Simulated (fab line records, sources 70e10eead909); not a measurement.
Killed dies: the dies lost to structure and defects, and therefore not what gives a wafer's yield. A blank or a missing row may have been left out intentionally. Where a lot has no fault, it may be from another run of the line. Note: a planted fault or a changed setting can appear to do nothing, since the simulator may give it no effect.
fab line records	flow nand_harc
record: lots: 11	wafers: 33	last_day: 24
route steps=1159 shown A_STAIRCASE@738 A_SGD_CUT@762 END@1159
lots with no fault: from the same line, run without faults
start_h: the number of hours between the record's first day and the start of the first shown wafer of the lot	wait_h: hours since the lot's step before	" same as the row above	L1.1+2: several wafers, shown together as one row	- no value, or no start was given	* or withheld: withheld	< > ~ a bound
route shown NAME@n: names a module that has steps shown in the file, with the first one's number in the route	usual: mean/standard deviation of fault-free wafers	same: alike in all rows	chamber/n: place in a boat	sites: readings site by site	_std_site: how widely they spread, as a standard deviation	_edge_site: the outer-site mean with the inner-site mean subtracted	radius_mm: how far each site lies from the wafer's centre	mask NAME#n: copy n	behind: the last tool/chamber to shape the wafer	hold: cause of the lot's hold/its duration in hours/its outcome	device: whichever transistor did not switch (one of n, p or np)	end of line: the route-end tests of the same wafers	where a step has no rows: the recipe by itself	killed: dies lost to structure and defects at the first sort, not the wafer's yield	map: per-die view of a wafer (x killed, . not killed, _ where there is no die)
set.NAME: setting as actually run; set.NAME@STEP: the setting as run at that earlier step	model.NAME: the simulator's own value behind a step, which no gauge read
route steps across a sampled set of lots; one table per step, one row per wafer
services: when a tool's chamber went out of use (start_h, in hours from the record's first day, below 0 if earlier), for how many hours, and the reason
== steps ==
step: NHARC_A_STAIRCASE_ETCHBACK_422
recipe: target_depth_a: 400	over_etch_frac: 0.3	time_s: 74.286	ion_energy_ev: 120	ch3f_flow_sccm: 50	o2_flow_sccm: 30	ar_flow_sccm: 200	rf_w: 500	bias_w: 100	chemistry: CH3F/O2
usual: drypump_motor_current_A: 5.9/0.46	oes_product_au: 0.97/0.04	rf_vpp_V: 244.0/1.5	showerhead_plenum_p_Torr: 2.43/0.086	throttle_valve_pct: 20.663/0.0097
lot.wafer	tool	chamber	start_h	wait_h	drypump_motor_current_A	oes_product_au	rf_hours_counter_h	rf_vpp_V	showerhead_plenum_p_Torr	throttle_valve_pct
L877.4	rie_diel-09	3	303.23	0.1	5.3	1.00	15	246.6	2.52	20.680
L877.1	"	0	"	"	5.7	0.98	17	243.1	2.30	20.661
L877.5	"	2	"	"	5.4	1.00	-	246.2	2.55	20.669
L879.3	rie_diel-09	3	331.75	0.3	5.3	0.92	27	243.6	2.51	20.657
L879.4	"	1	"	"	6.8	0.90	29	243.2	2.44	20.667
L879.5	"	2	"	"	5.4	0.92	-	246.0	2.54	20.662
L881.1	rie_diel-08	3	333.09	0.2	6.4	0.99	10	241.4	2.40	20.665
L881.2	"	0	"	"	5.7	0.99	10	243.9	2.42	20.655
L881.6	"	2	"	"	6.3	1.00	-	245.1	2.42	20.647
L882.2	rie_diel-08	0	351.39	0.1	5.7	1.00	17	242.8	2.42	20.670
L882.4	"	2	"	"	6.3	0.99	18	243.3	2.42	20.676
L882.6	"	3	"	"	6.4	1.00	-	243.3	2.40	20.669
L889.2	rie_diel-13	3	374.77	0.1	5.4	0.93	32	244.4	2.43	20.667
L889.4	"	1	"	"	5.7	0.92	33	246.0	2.62	20.657
L889.5	"	2	"	"	6.4	0.93	-	242.0	2.34	20.661
L892.1	rie_diel-08	2	394.51	0.2	6.3	0.92	30	244.0	2.41	20.662
L892.5	"	3	"	"	6.4	0.93	-	243.5	2.40	20.674
L892.6	"	0	"	"	5.7	0.92	-	243.8	2.42	20.663
L891.4	rie_diel-08	3	403.55	0.2	6.3	0.91	34	241.7	2.39	20.651
L891.3	"	0	"	"	5.6	0.90	30	244.7	2.42	20.657
L891.6	"	3	"	"	6.4	0.92	-	243.8	2.39	20.672
L896.2	rie_diel-13	3	404.27	0.1	5.4	1.01	42	244.1	2.42	20.665
L896.4	"	1	"	"	5.7	0.99	45	246.5	2.62	20.672
L896.6	"	0	"	"	5.9	1.01	-	246.1	2.50	20.683
L895.3	rie_diel-09	3	404.94	0.1	5.3	1.00	57	245.8	2.50	20.662
L895.1	"	0	"	"	5.7	0.98	55	242.8	2.29	20.647
L895.4	"	2	"	"	5.3	1.01	60	246.2	2.53	20.676
L899.3	rie_diel-08	0	427.10	0.1	5.7	0.99	38	245.6	2.41	20.666
L899.1	"	1	"	"	6.4	1.00	41	240.9	2.32	20.660
L899.5	"	3	"	"	6.3	0.98	-	242.1	2.39	20.679
L900.2	rie_diel-09	1	452.29	0.1	6.8	0.99	5	243.4	2.42	20.647
L900.3	"	2	"	"	5.4	1.01	5	245.9	2.53	20.660
L900.1	"	3	"	"	5.3	1.00	4	245.5	2.50	20.653
step: NHARC_A_STAIRCASE_STRIP_475
recipe: time_s: 20	o2_flow_sccm: 500	ar_flow_sccm: 0	bias_w: 0	chemistry: O2
usual: drypump_motor_current_A: 6.0/0.43	oes_product_au: 0.998/0.0092	rf_vpp_V: 57.7/0.91	showerhead_plenum_p_Torr: 3.49/0.12	throttle_valve_pct: 17.037/0.0098
lot.wafer	tool	chamber	start_h	wait_h	drypump_motor_current_A	oes_product_au	rf_hours_counter_h	rf_vpp_V	showerhead_plenum_p_Torr	throttle_valve_pct
L877.1	rie_diel-13	3	-	-	5.4	1.003	6	57.9	3.50	17.038
L877.4	"	2	"	"	6.3	0.994	5	57.3	3.38	17.039
L877.5	"	0	"	"	5.9	0.992	-	59.0	3.60	17.024
L879.3	rie_diel-13	2	-	-	6.3	1.000	16	55.8	3.37	17.050
L879.4	"	3	"	"	5.4	1.016	18	56.7	3.49	17.028
L879.5	"	1	"	"	5.7	0.996	-	59.9	3.76	17.038
L881.1	rie_diel-08	1	-	-	6.4	0.998	10	58.7	3.35	17.031
L881.2	"	2	"	"	6.3	0.996	10	57.3	3.48	17.045
L881.6	"	3	"	"	6.3	1.000	-	57.6	3.45	17.042
L882.2	rie_diel-09	3	-	-	5.3	1.011	37	58.3	3.60	17.022
L882.4	"	2	"	"	5.3	1.008	40	59.0	3.64	17.034
L882.6	"	3	"	"	5.3	1.006	-	56.6	3.60	17.036
L889.4	rie_diel-13	1	-	-	5.7	0.986	33	58.0	3.75	17.033
L889.2	"	0	"	"	5.9	1.000	33	58.1	3.59	17.029
L889.5	"	1	"	"	5.7	0.994	-	58.0	3.75	17.023
L892.1	rie_diel-09	2	-	-	5.4	1.010	53	58.6	3.63	17.037
L892.6	"	0	"	"	5.8	0.969	-	57.0	3.30	17.041
L892.5	"	1	"	"	6.8	0.995	-	58.1	3.49	17.029
L891.4	rie_diel-13	2	-	-	6.4	1.000	43	57.8	3.36	17.055
L891.3	"	3	"	"	5.4	1.001	42	58.8	3.48	17.040
L891.6	"	1	"	"	5.7	0.999	-	57.4	3.75	17.040
L896.4	rie_diel-09	0	-	-	5.8	0.989	55	57.8	3.29	17.036
L896.2	"	1	"	"	6.8	0.998	56	57.8	3.48	17.020
L896.6	"	1	"	"	6.8	0.990	-	56.8	3.48	17.034
L895.4	rie_diel-09	3	-	-	5.3	0.994	58	56.5	3.59	17.037
L895.3	"	0	"	"	5.8	0.975	55	58.3	3.29	17.038
L895.1	"	2	"	"	5.4	1.009	60	55.8	3.63	17.043
L899.3	rie_diel-13	2	-	-	6.4	1.011	49	56.9	3.35	17.041
L899.1	"	0	"	"	5.9	1.007	52	58.1	3.58	17.036
L899.5	"	1	"	"	5.7	1.005	-	59.6	3.74	17.021
L900.3	rie_diel-08	2	453.36	-	6.3	0.994	55	57.3	3.45	17.029
L900.2	"	3	"	"	6.4	0.997	54	59.0	3.43	17.026
L900.1	"	0	"	"	5.7	0.991	49	58.0	3.46	17.046
step: NHARC_A_SGD_CUT_ETCH_58
recipe: target_depth_a: 390	over_etch_frac: 0.3	time_s: 65	ion_energy_ev: 80	cf4_flow_sccm: 150	ar_flow_sccm: 0	rf_w: 300	bias_w: 100	chemistry: CF4
usual: drypump_motor_current_A: 5.7/0.45	oes_product_au: 0.998/0.0094	rf_vpp_V: 151.2/1.3	showerhead_plenum_p_Torr: 1.76/0.075	throttle_valve_pct: 13.283/0.0093
lot.wafer	tool	chamber	start_h	wait_h	drypump_motor_current_A	oes_product_au	rf_hours_counter_h	rf_vpp_V	showerhead_plenum_p_Torr	throttle_valve_pct
L877.1	rie_diel-01	2	305.57	0.1	5.6	0.983	18	148.8	1.67	13.289
L877.4	"	0	"	"	5.6	0.998	19	149.5	1.73	13.282
L877.5	"	3	"	"	6.3	0.985	-	150.9	1.80	13.279
L879.3	rie_diel-05	0	333.95	0.1	5.3	0.979	11	151.0	1.78	13.267
L879.4	"	2	"	"	6.4	0.983	10	149.3	1.71	13.282
L879.5	"	1	"	"	5.2	0.981	-	151.7	1.82	13.281
L881.2	rie_diel-11	3	335.47	0.1	5.0	0.998	12	152.8	1.88	13.296
L881.1	"	0	"	"	6.2	0.993	13	150.6	1.68	13.280
L881.6	"	0	"	"	6.2	0.996	-	150.0	1.68	13.288
L882.2	rie_diel-05	3	353.97	0.1	5.9	1.008	1	151.6	1.84	13.282
L882.4	"	0	"	"	5.3	1.012	1	152.1	1.78	13.270
L882.6	"	2	"	"	6.4	0.999	-	150.2	1.71	13.273
L889.4	rie_diel-05	3	377.14	0.1	6.0	0.997	2	152.7	1.84	13.286
L889.2	"	2	"	"	6.4	0.996	3	150.8	1.71	13.278
L889.5	"	0	"	"	5.3	0.820	-	151.5	1.78	13.285
L892.1	rie_diel-01	3	396.80	0.1	6.3	0.996	6	151.4	1.80	13.271
L892.5	"	0	"	"	5.6	0.988	-	149.9	1.73	13.282
L892.6	"	1	"	"	5.3	0.974	-	150.4	1.69	13.282
L891.3	rie_diel-11	3	405.86	0.1	5.0	0.989	3	155.1	1.88	13.291
L891.4	"	1	"	"	6.0	0.998	3	151.4	1.65	13.289
L891.6	"	3	"	"	5.0	0.992	-	153.9	1.88	13.286
L896.4	rie_diel-01	3	406.60	0.1	6.2	1.000	6	151.1	1.80	13.266
L896.2	"	0	"	"	5.6	1.004	8	151.8	1.73	13.278
L896.6	"	3	"	"	6.2	1.008	-	153.0	1.80	13.284
L895.1	rie_diel-11	1	407.25	0.1	6.0	1.010	3	150.4	1.65	13.279
L895.3	"	3	"	"	5.0	1.007	3	152.6	1.88	13.276
L895.4	"	0	"	"	6.2	1.014	3	151.4	1.68	13.267
L899.1	rie_diel-01	2	429.48	0.1	5.6	1.001	11	149.9	1.66	13.279
L899.3	"	1	"	"	5.3	0.993	12	150.1	1.69	13.290
L899.5	"	2	"	"	5.6	1.001	-	149.6	1.66	13.266
L900.3	rie_diel-01	0	455.36	0.1	5.6	1.010	13	150.3	1.73	13.279
L900.1	"	1	"	"	5.4	0.986	15	148.0	1.69	13.270
L900.2	"	2	"	"	5.6	1.001	15	149.6	1.66	13.285
step: NHARC_A_SGD_CUT_ETCHBACK_24
recipe: target_depth_a: 500	over_etch_frac: 0.3	time_s: 92.857	ion_energy_ev: 120	ch3f_flow_sccm: 50	o2_flow_sccm: 30	ar_flow_sccm: 200	rf_w: 500	bias_w: 100	chemistry: CH3F/O2
usual: drypump_motor_current_A: 5.7/0.46	oes_product_au: 0.97/0.032	rf_vpp_V: 244.3/1.8	showerhead_plenum_p_Torr: 2.45/0.12	throttle_valve_pct: 20.664/0.0093
lot.wafer	tool	chamber	start_h	wait_h	drypump_motor_current_A	oes_product_au	rf_hours_counter_h	rf_vpp_V	showerhead_plenum_p_Torr	throttle_valve_pct
L877.1	rie_diel-11	1	314.50	0.2	6.0	1.01	9	242.8	2.29	20.681
L877.4	"	0	"	"	6.2	0.99	10	242.7	2.33	20.642
L877.5	"	2	"	"	5.2	0.98	-	246.7	2.61	20.670
L879.3	rie_diel-01	0	340.03	0.2	5.6	1.00	2	244.3	2.40	20.661
L879.4	"	1	"	"	5.3	0.98	3	242.2	2.34	20.649
L879.5	"	0	"	"	5.6	1.00	-	243.9	2.40	20.666
L881.1	rie_diel-11	2	340.17	0.1	5.2	0.91	13	246.8	2.61	20.667
L881.2	"	3	"	"	5.0	0.93	12	246.3	2.63	20.663
L881.6	"	3	"	"	5.0	0.93	-	247.1	2.63	20.661
L882.2	rie_diel-11	1	359.86	0.1	6.0	1.00	14	243.5	2.29	20.665
L882.6	"	0	"	"	6.2	1.00	-	242.2	2.32	20.682
L882.4	"	1	"	"	6.0	0.99	-	242.0	2.29	20.661
L889.4	rie_diel-01	0	382.89	0.1	5.6	0.99	6	243.6	2.40	20.652
L889.2	"	3	"	"	6.3	1.00	5	244.5	2.50	20.671
L889.5	"	1	"	"	5.4	0.98	-	242.1	2.34	20.664
L892.1	rie_diel-05	0	404.01	0.2	5.3	0.93	3	244.6	2.48	20.674
L892.6	"	3	"	"	5.9	0.92	-	245.5	2.56	20.669
L892.5	"	0	"	"	5.3	0.93	-	244.2	2.48	20.664
L891.4	rie_diel-01	2	414.28	0.1	5.6	0.98	10	242.3	2.31	20.649
L891.3	"	1	"	"	5.4	0.99	11	242.3	2.34	20.661
L891.6	"	2	"	"	5.6	1.00	-	241.1	2.31	20.668
L896.4	rie_diel-05	3	414.43	0.1	5.9	1.00	4	245.1	2.56	20.656
L896.2	"	1	"	"	5.1	0.99	4	245.1	2.52	20.662
L896.6	"	0	"	"	5.4	1.01	-	244.9	2.48	20.655
L895.4	rie_diel-01	0	414.44	0.1	5.6	1.00	8	243.7	2.40	20.664
L895.1	"	1	"	"	5.3	1.00	11	243.0	2.34	20.667
L895.3	"	3	"	"	6.2	1.01	6	243.3	2.50	20.659
L899.3	rie_diel-05	2	435.88	0.2	6.4	0.98	5	243.4	2.38	20.655
L899.1	"	0	"	"	5.4	1.01	5	243.9	2.48	20.649
L899.5	"	2	"	"	6.4	0.98	-	242.0	2.37	20.669
L900.3	rie_diel-05	0	461.27	0.2	5.3	1.01	8	245.0	2.48	20.653
L900.2	"	1	"	"	5.2	0.99	7	246.5	2.52	20.665
L900.1	"	3	"	"	5.9	1.00	8	247.5	2.56	20.676
step: NHARC_END_SORT_01
recipe: temp_c: 25
usual: killed_at_array: 29/9.4	killed_at_other: 0.7/1.3	killed_at_periphery: 2.9/2.1	killed_dies: 32/9	killed_open: 3.3/1.8	killed_short: 1.9/1.4
same: gross_dies: 677
lot.wafer	tool	chamber	start_h	wait_h	hold	killed_at_array	killed_at_other	killed_at_periphery	killed_dies	killed_open	killed_short
L879.3	prober-01	0	465.29	3.1	-	27	0	4	31	2	3
L879.4	prober-01	0	466.09	3.4	-	34	2	5	41	6	1
L879.5	prober-01	0	466.90	3.7	-	26	1	2	29	7	0
L877.1	prober-02	0	471.54	2.5	-	31	0	1	32	1	5
L877.4	prober-02	0	473.89	3.4	-	27	0	1	28	3	0
L877.5	prober-02	0	474.68	3.6	-	30	0	1	31	0	1
L881.1	prober-02	0	479.22	2.5	-	37	0	2	39	3	1
L881.2	prober-02	0	480.01	2.8	-	33	1	1	35	4	1
L881.6	prober-02	0	483.16	3.9	-	30	1	1	32	4	1
L882.2	prober-01	0	496.29	2.8	-	19	1	1	21	2	2
L882.4	prober-01	0	497.89	3.4	-	11	0	1	12	1	2
L882.6	prober-01	0	499.49	4.0	-	22	2	1	25	3	2
L889.2	prober-02	0	512.63	2.8	await_dispo/5.5h/release	43	0	4	47	5	5
L889.4	prober-02	0	514.21	3.4	await_dispo/5.5h/release	48	0	3	51	3	3
L889.5	prober-02	0	515.00	3.7	await_dispo/5.5h/release	533	0	4	537	4	0
L892.1	prober-01	0	537.23	2.5	-	20	6	4	30	6	3
L892.5	prober-01	0	540.42	3.7	-	19	7	3	29	4	2
L892.6	prober-01	0	541.22	4.0	-	15	4	1	20	3	1
L896.2	prober-01	0	548.76	2.8	-	29	0	1	30	4	3
L896.4	prober-01	0	550.36	3.4	-	30	2	3	35	8	0
L896.6	prober-01	0	551.97	4.0	-	30	1	2	33	6	2
L891.3	prober-02	0	557.34	3.1	-	37	0	3	40	2	3
L891.4	prober-02	0	558.14	3.4	-	40	0	0	40	0	1
L891.6	prober-02	0	559.73	4.0	-	48	2	1	51	4	1
L895.1	prober-02	0	563.51	2.5	-	34	0	2	36	2	2
L895.3	prober-02	0	565.09	3.1	-	41	0	2	43	3	3
L895.4	prober-02	0	565.89	3.4	-	37	1	2	40	2	2
L899.1	prober-01	0	563.67	2.5	-	14	1	0	15	2	3
L899.3	prober-01	0	565.25	3.1	-	23	0	7	30	3	5
L899.5	prober-01	0	566.83	3.7	-	19	1	7	27	6	4
L900.1	prober-02	0	579.41	2.5	-	37	0	1	38	6	1
L900.2	prober-02	0	580.21	2.8	-	38	0	2	40	1	1
L900.3	prober-02	0	581.00	3.1	-	42	0	1	43	7	0
killed by level:class
L879.3 A_CHANNEL_HOLE_D1:chamber_film_flake=14 A_STAIRCASE:chamber_film_flake=4 A_ONON_D1:geometric_particle:short=2 P_ZERO_WELL:chamber_film_flake=2 A_CHANNEL_FILL_D1:chamber_film_flake=2 A_CONTACT:chamber_film_flake=2 P_CONTACT:geometric_particle:open=1 A_CHANNEL_FILL_D1:geometric_particle:short=1
L879.4 A_CHANNEL_HOLE_D1:chamber_film_flake=17 A_CHANNEL_FILL_D1:chamber_film_flake=5 A_STAIRCASE:chamber_film_flake=4 A_M0:chamber_film_flake=3 P_GATE:geometric_particle:open=2 A_CONTACT:chamber_film_flake=2 P_M0:geometric_particle:open=1 P_M2:geometric_particle:short=1
L879.5 A_CHANNEL_HOLE_D1:chamber_film_flake=15 A_CHANNEL_FILL_D1:geometric_particle:open=4 A_CONTACT:geometric_particle:open=2 A_M0:chamber_film_flake=2 P_CONTACT:geometric_particle:open=1 P_STI:chamber_film_flake=1 A_CHANNEL_FILL_D1:chamber_film_flake=1 A_WL_FILL:chamber_film_flake=1
L877.1 A_SLIT:chamber_film_flake=8 A_CHANNEL_HOLE_D1:chamber_film_flake=6 A_CONTACT:chamber_film_flake=4 A_ZERO_WELL:chamber_film_flake=2 A_M0:chamber_film_flake=2 A_CHANNEL_FILL_D1:geometric_particle:short=1 A_WL_FILL:geometric_particle:short=1 A_CONTACT:geometric_particle:short=1
L877.4 A_CHANNEL_HOLE_D1:chamber_film_flake=10 A_SLIT:chamber_film_flake=10 A_CONTACT:chamber_film_flake=3 P_M2:geometric_particle:open=1 A_ONON_D1:geometric_particle:open=1 A_CONTACT:geometric_particle:open=1 A_STAIRCASE:chamber_film_flake=1 A_M0:chamber_film_flake=1
L877.5 A_CHANNEL_HOLE_D1:chamber_film_flake=13 A_SLIT:chamber_film_flake=7 A_STAIRCASE:chamber_film_flake=4 A_CONTACT:chamber_film_flake=3 A_SOURCE_PLATE:geometric_particle:short=1 P_STI:chamber_film_flake=1 A_ZERO_WELL:chamber_film_flake=1 A_WL_FILL:chamber_film_flake=1
L881.1 A_SLIT:chamber_film_flake=12 A_CHANNEL_HOLE_D1:chamber_film_flake=6 A_STAIRCASE:chamber_film_flake=5 A_CONTACT:chamber_film_flake=5 A_ZERO_WELL:chamber_film_flake=4 P_M0:geometric_particle:open=1 A_CHANNEL_FILL_D1:geometric_particle:open=1 A_M0:chamber_film_flake=1
L881.2 A_SLIT:chamber_film_flake=11 A_CONTACT:chamber_film_flake=5 A_CHANNEL_HOLE_D1:chamber_film_flake=4 A_STAIRCASE:chamber_film_flake=4 A_CHANNEL_FILL_D1:geometric_particle:open=2 A_WL_FILL:chamber_film_flake=2 A_M0:chamber_film_flake=2 P_M0:geometric_particle:short=1
L881.6 A_STAIRCASE:chamber_film_flake=10 A_SLIT:chamber_film_flake=6 A_CONTACT:chamber_film_flake=4 A_WL_FILL:chamber_film_flake=3 A_WL_FILL:geometric_particle:open=2 A_CHANNEL_HOLE_D1:chamber_film_flake=2 P_GATE:geometric_particle:open=1 A_WL_FILL:geometric_particle:short=1
L882.2 A_CHANNEL_HOLE_D1:chamber_film_flake=7 A_STAIRCASE:chamber_film_flake=4 A_CONTACT:chamber_film_flake=3 P_M2:geometric_particle:open=1 A_ONON_D1:geometric_particle:short=1 A_CHANNEL_FILL_D1:geometric_particle:short=1 A_CONTACT:geometric_particle:open=1 A_SLIT:chamber_film_flake=1
L882.4 A_CHANNEL_HOLE_D1:chamber_film_flake=3 A_SGD_CUT:chamber_film_flake=2 A_CONTACT:chamber_film_flake=2 A_ONON_D1:geometric_particle:short=1 A_WL_FILL:geometric_particle:open=1 A_WL_FILL:geometric_particle:short=1 P_ZERO_WELL:chamber_film_flake=1 A_STAIRCASE:chamber_film_flake=1
L882.6 A_CHANNEL_HOLE_D1:chamber_film_flake=7 A_SGD_CUT:chamber_film_flake=3 A_CONTACT:chamber_film_flake=3 A_M0:geometric_particle:open=2 A_STAIRCASE:chamber_film_flake=2 A_WL_FILL:chamber_film_flake=2 THIN_TSV:chamber_film_flake=2 A_ONON_D1:geometric_particle:short=1
L889.2 A_SLIT:chamber_film_flake=18 A_CHANNEL_HOLE_D1:chamber_film_flake=10 A_STAIRCASE:chamber_film_flake=7 A_WL_FILL:geometric_particle:short=2 P_GATE:geometric_particle:short=1 P_CONTACT:geometric_particle:open=1 P_M0:geometric_particle:open=1 P_M1:geometric_particle:open=1
L889.4 A_CHANNEL_HOLE_D1:chamber_film_flake=18 A_SLIT:chamber_film_flake=17 A_STAIRCASE:chamber_film_flake=4 A_CONTACT:chamber_film_flake=4 P_STI:geometric_particle:short=1 P_M1:geometric_particle:open=1 A_ONON_D1:geometric_particle:short=1 A_ONON_D1:geometric_particle:open=1
L889.5 A_SGD_CUT:area_etch=492 A_CHANNEL_HOLE_D1:chamber_film_flake=12 A_STAIRCASE:chamber_film_flake=12 A_SLIT:chamber_film_flake=11 A_CONTACT:chamber_film_flake=5 P_CONTACT:geometric_particle:open=2 P_M0:geometric_particle:open=1 A_SGD_CUT:geometric_particle:open=1
L892.1 A_CHANNEL_HOLE_D1:chamber_film_flake=9 THIN_TSV:chamber_film_flake=6 A_SGD_CUT:geometric_particle:short=2 A_M1:geometric_particle:open=2 A_STAIRCASE:chamber_film_flake=2 P_GATE:geometric_particle:open=1 P_M1:geometric_particle:open=1 A_CHANNEL_HOLE_D1:geometric_particle:short=1
L892.5 THIN_TSV:chamber_film_flake=7 A_CHANNEL_HOLE_D1:chamber_film_flake=6 A_CONTACT:chamber_film_flake=3 A_STAIRCASE:chamber_film_flake=2 A_WL_FILL:chamber_film_flake=2 P_M0:geometric_particle:open=1 A_CHANNEL_HOLE_D1:geometric_particle:open=1 A_CHANNEL_FILL_D1:geometric_particle:short=1
L892.6 A_CONTACT:chamber_film_flake=5 THIN_TSV:chamber_film_flake=4 A_CHANNEL_HOLE_D1:chamber_film_flake=3 A_WL_FILL:chamber_film_flake=2 A_CHANNEL_FILL_D1:geometric_particle:open=1 A_SGD_CUT:geometric_particle:short=1 A_CONTACT:geometric_particle:open=1 A_M1:geometric_particle:open=1
L896.2 A_CHANNEL_HOLE_D1:chamber_film_flake=20 A_SGD_CUT:geometric_particle:short=2 P_M0:geometric_particle:open=1 A_ONON_D1:geometric_particle:open=1 A_CHANNEL_FILL_D1:geometric_particle:open=1 A_WL_FILL:geometric_particle:open=1 A_CONTACT:geometric_particle:short=1 A_CHANNEL_FILL_D1:chamber_film_flake=1
L896.4 A_CHANNEL_HOLE_D1:chamber_film_flake=19 A_CONTACT:geometric_particle:open=3 A_M0:geometric_particle:open=3 A_STAIRCASE:chamber_film_flake=2 THIN_TSV:chamber_film_flake=2 P_M0:geometric_particle:open=1 A_WL_FILL:geometric_particle:open=1 P_STI:chamber_film_flake=1
L896.6 A_CHANNEL_HOLE_D1:chamber_film_flake=19 A_ONON_D1:geometric_particle:open=2 A_CHANNEL_FILL_D1:chamber_film_flake=2 A_CHANNEL_FILL_D1:geometric_particle:short=1 A_STAIRCASE:geometric_particle:open=1 A_WL_FILL:geometric_particle:short=1 A_WL_FILL:geometric_particle:open=1 A_CONTACT:geometric_particle:open=1
L891.3 A_CHANNEL_HOLE_D1:chamber_film_flake=16 A_SLIT:chamber_film_flake=13 A_CONTACT:chamber_film_flake=5 P_CONTACT:geometric_particle:open=1 P_M0:geometric_particle:open=1 P_M2:geometric_particle:short=1 A_CHANNEL_FILL_D1:geometric_particle:short=1 A_WL_FILL:geometric_particle:short=1
L891.4 A_SLIT:chamber_film_flake=21 A_CHANNEL_HOLE_D1:chamber_film_flake=14 A_CONTACT:chamber_film_flake=3 A_SGD_CUT:geometric_particle:short=1 A_BLC:chamber_film_flake=1
L891.6 A_SLIT:chamber_film_flake=20 A_CHANNEL_HOLE_D1:chamber_film_flake=17 A_CONTACT:chamber_film_flake=4 A_CONTACT:geometric_particle:open=2 THIN_TSV:chamber_film_flake=2 A_CHANNEL_FILL_D1:geometric_particle:open=1 A_CONTACT:geometric_particle:short=1 A_M0:geometric_particle:open=1
L895.1 A_SLIT:chamber_film_flake=19 A_CHANNEL_HOLE_D1:chamber_film_flake=7 A_CONTACT:chamber_film_flake=3 A_BLC:chamber_film_flake=2 P_CONTACT:geometric_particle:open=1 P_M0:geometric_particle:short=1 A_WL_FILL:geometric_particle:short=1 A_BONDPAD:geometric_particle:open=1
L899.1 A_CHANNEL_HOLE_D1:chamber_film_flake=8 A_CONTACT:chamber_film_flake=2 A_CHANNEL_FILL_D1:geometric_particle:short=1 A_WL_FILL:geometric_particle:short=1 A_CONTACT:geometric_particle:open=1 A_M0:geometric_particle:short=1 STARTING-WAFER:geometric_particle:open=1
L895.3 A_SLIT:chamber_film_flake=20 A_CHANNEL_HOLE_D1:chamber_film_flake=10 A_CONTACT:chamber_film_flake=6 A_WL_FILL:geometric_particle:short=2 P_M1:geometric_particle:open=1 A_SGD_CUT:geometric_particle:open=1 A_CONTACT:geometric_particle:open=1 A_M0:geometric_particle:short=1
L899.3 A_CHANNEL_HOLE_D1:chamber_film_flake=15 A_WL_FILL:geometric_particle:short=2 A_M0:geometric_particle:short=2 P_ZERO_WELL:chamber_film_flake=2 P_GATE:chamber_film_flake=2 P_M0:chamber_film_flake=2 P_CONTACT:geometric_particle:open=1 A_CHANNEL_HOLE_D1:geometric_particle:short=1
L895.4 A_SLIT:chamber_film_flake=15 A_CHANNEL_HOLE_D1:chamber_film_flake=10 A_CONTACT:chamber_film_flake=6 P_GATE:chamber_film_flake=2 A_STAIRCASE:chamber_film_flake=2 A_CHANNEL_FILL_D1:geometric_particle:open=1 A_SGD_CUT:geometric_particle:short=1 A_CONTACT:geometric_particle:open=1
L899.5 A_CHANNEL_HOLE_D1:chamber_film_flake=11 A_WL_FILL:geometric_particle:open=3 A_CONTACT:geometric_particle:short=2 P_CONTACT:chamber_film_flake=2 P_CONTACT:geometric_particle:open=1 P_M0:geometric_particle:open=1 A_ONON_D1:geometric_particle:short=1 A_CONTACT:geometric_particle:open=1
L900.1 A_SLIT:chamber_film_flake=21 A_STAIRCASE:chamber_film_flake=3 A_CONTACT:chamber_film_flake=3 A_CONTACT:geometric_particle:open=2 A_M0:geometric_particle:open=2 P_M0:geometric_particle:open=1 A_SGD_CUT:geometric_particle:open=1 A_M0:geometric_particle:short=1
L900.2 A_SLIT:chamber_film_flake=21 A_CHANNEL_HOLE_D1:chamber_film_flake=4 A_CONTACT:chamber_film_flake=4 A_STAIRCASE:chamber_film_flake=3 A_CHANNEL_HOLE_D1:unspecified=2 A_M1:chamber_film_flake=2 P_M1:geometric_particle:short=1 A_CONTACT:geometric_particle:open=1
L900.3 A_SLIT:chamber_film_flake=20 A_CONTACT:chamber_film_flake=6 A_STAIRCASE:chamber_film_flake=5 A_ONON_D1:geometric_particle:open=2 A_CHANNEL_HOLE_D1:unspecified=2 P_CONTACT:geometric_particle:open=1 A_CHANNEL_FILL_D1:geometric_particle:open=1 A_CONTACT:geometric_particle:open=1
== services ==
tool	chamber	start_h	hours	kind
rie_diel-09	3	280.83	3.4	repair
rie_diel-11	1	287.17	9.8	repair
rie_diel-01	0	293.88	-	clean
rie_diel-13	-	296.68	1.2	repair
rie_diel-08	-	302.89	9.0	pm
rie_diel-09	0	305.02	1.4	repair
rie_diel-05	2	313.88	9.6	repair
rie_diel-01	-	314.80	9.0	pm
rie_diel-11	3	321.95	3.2	repair
rie_diel-01	0	332.69	2.6	repair
rie_diel-05	-	340.60	9.0	pm
rie_diel-01	1	342.34	2.6	repair
rie_diel-01	3	342.38	15.7	repair
rie_diel-01	0	345.56	6.6	repair
rie_diel-11	2	352.77	8.5	repair
rie_diel-11	-	366.50	9.0	pm
rie_diel-08	0	397.27	2.3	repair
rie_diel-11	0	426.37	15.6	repair
rie_diel-09	-	431.16	9.0	pm
rie_diel-05	1	441.04	6.7	repair
rie_diel-13	-	453.36	9.0	pm
rie_diel-11	2	453.99	5.9	repair
rie_diel-09	0	458.56	6.1	repair
rie_diel-05	2	461.19	116.2	repair
== key ==
first_sign: step: NHARC_A_SGD_CUT_ETCH_58	reading: oes_product_au	direction: down	sigmas: 19	usual: 0.998	struck: 0.820
effect: step: NHARC_END_SORT_01	reading: killed_dies	direction: up	sigmas: 56	usual: 32	struck: 537
more_kills_born_at: NHARC_A_SGD_CUT_ETCH_58@rie_diel-05: 492
met_at NHARC_A_SGD_CUT_ETCH_58
struck_lots L889
struck_wafers L889.5
later_rows_left_out L889.5
tester_left_out L889
not_acting_at NHARC_A_STAIRCASE_ETCHBACK_422,NHARC_A_STAIRCASE_STRIP_475,NHARC_A_SGD_CUT_ETCHBACK_24
onset_between 353.97 377.14
fault: kind: process_parameter_drift	tool: rie_diel-05	chamber: 0	onset_h: 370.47	steps: NHARC_A_SGD_CUT_ETCH_58	channel: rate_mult	offset: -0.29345	shape: step	end_h: 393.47
tester_left_out: of these lots the tester's yield and bins aren't shown, on N5 and GAA mostly nor the transistor test; their killed dies are dies lost to structure and defects alone, not to doping, threshold or leakage, so they don't give the yield
later_rows_left_out: the simulator's readings of these wafers behind a module that went badly wrong aren't trusted and aren't shown, but for the sort
